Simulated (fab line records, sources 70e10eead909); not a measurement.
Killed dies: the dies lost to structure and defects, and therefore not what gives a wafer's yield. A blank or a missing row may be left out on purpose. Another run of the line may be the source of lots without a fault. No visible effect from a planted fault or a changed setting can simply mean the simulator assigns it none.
Problem report in the 8D (eight disciplines) form, filled by code | flow nand harc | the parts of the form that need people (team, actions taken, sign-off) are left out

## 1. THE ISSUE
Mean of cd nm at NHARC_A_CHANNEL_HOLE_D2_CD_MEAS_31: 1.3 nm across 9 wafers in 3 lots; on wafers with no fault it is 90.6 nm (standard deviation 1.4). Measured from the usual mean, that is -64 standard deviations.
First seen on wafer L699.2, day 16 15:52, on cd sem-03. The record holds 27 wafers of 9 lots with a number at this step. Rule for "out" (also "out of limits"): further than 4 standard deviations from the usual mean. All remaining wafers that have a number are taken as sound.

## 2. WHAT IT IS; WHAT IT IS NOT
question                    | is                     | is not
which readings at this step | cd nm                  | -
which lots                  | L699, L701, L702       | L692, L695, L710, L711, L714, L715
which wafers of those lots  | all that have a number | -
read on which gauges        | cd sem-01, cd sem-03   | cd sem-02
when                        | from day 16 15:52      | up to then (6 sound wafers); but 12 sound wafers of L710, L711, L714, L715 came after

## 3. THE SUSPECTS, EACH WITH WHAT RULES IT OUT
Counting: any tool at a process step up to the reading is kept as a suspect provided that every lot that is out went through it and no sound lot did after the first of them.
- the gauge at NHARC_A_CHANNEL_HOLE_D2_CD_MEAS_31: ruled out. 2 gauges (cd sem-01, cd sem-03) read the wafers that are out.
- har etch-01 at NHARC_A_CHANNEL_HOLE_D2_ETCH_23 (etches the open film in C4F8/O2/Ar, time 819 s, target depth 1600 nm): ruled out as a lasting fault. Following L699 (day 16 11:52), the first lot on it that is out, the sound lots L711, L714, L715 were run on it.
- har etch-01 at NHARC_A_CHANNEL_HOLE_D2_ETCH_24 (etches the open film in C4F8/O2/Ar, time 906.2 s, target depth 1500 nm): ruled out as a lasting fault. Following L699 (day 16 12:35), the first lot on it that is out, the sound lots L711, L714, L715 were run on it.
- har etch-01 at NHARC_A_CHANNEL_HOLE_D2_ETCH_27 (etches the open film in C4F8/O2/Ar, time 90 s, target depth 400 nm): ruled out as a lasting fault. Following L699 (day 16 14:21), the first lot on it that is out, the sound lots L711, L714, L715 were run on it.
Left after counting: nothing in the record.

## 4. THE CAUSE (what the simulator had put in)
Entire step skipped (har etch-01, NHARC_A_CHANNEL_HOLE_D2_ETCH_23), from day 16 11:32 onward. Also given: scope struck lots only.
The count ruled it out by mistake, since the rule takes a fault to strike every lot its tool runs from the start of the fault on, and this one did not do so.

## 5. THE EFFECT CHAIN, in route order
Rows list readings where the struck wafers' mean (over those with a number) sits beyond 3 standard deviations from the usual. Readings are gone through only where the record gives a usual standard deviation; hours: the median, over the lots, of the time from a lot's start at the first step in this table giving one to that lot's start at this step; sigmas: the change measured in usual standard deviations.
hours | step                               | reading         | usual   | on struck wafers | change | sigmas
0     | NHARC_A_CHANNEL_HOLE_D2_CD_MEAS_31 | cd nm           | 90.6 nm | 1.3              | -89.3  | -64
0     | NHARC_A_CHANNEL_HOLE_D2_XSEM_32    | bot cd nm       | 75.2 nm | 1.6              | -73.6  | -46
0     | NHARC_A_CHANNEL_HOLE_D2_XSEM_32    | bow nm          | 8.64 nm | 0.45             | -8.19  | -39
265   | NHARC_END_SORT_01                  | killed at array | 53      | 671              | +618   | +31
265   | NHARC_END_SORT_01                  | killed dies     | 58      | 677              | +619   | +31
The process steps in it:
- NHARC_A_CHANNEL_HOLE_D2_XSEM_32
Readings that are blank on the struck wafers while sound wafers have them: c4f8 flow sccm at NHARC_A_CHANNEL_HOLE_D2_ETCH_23; chamber pressure mTorr at NHARC_A_CHANNEL_HOLE_D2_ETCH_23; drypump motor current A at NHARC_A_CHANNEL_HOLE_D2_ETCH_23; showerhead plenum p Torr at NHARC_A_CHANNEL_HOLE_D2_ETCH_23; throttle valve pct at NHARC_A_CHANNEL_HOLE_D2_ETCH_23.

## 6. HOW IT WOULD HAVE BEEN CAUGHT EARLIER
Counted from the fault's start at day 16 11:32, it took 4 hours until the first out-of-limits reading at a measuring or inspecting step in this record, taken at day 16 15:52.
At NHARC_A_CHANNEL_HOLE_D2_ETCH_23 the tool's readings are blank on the struck wafers, where sound wafers have them: an empty tool record is the first sign, and it was there at once.
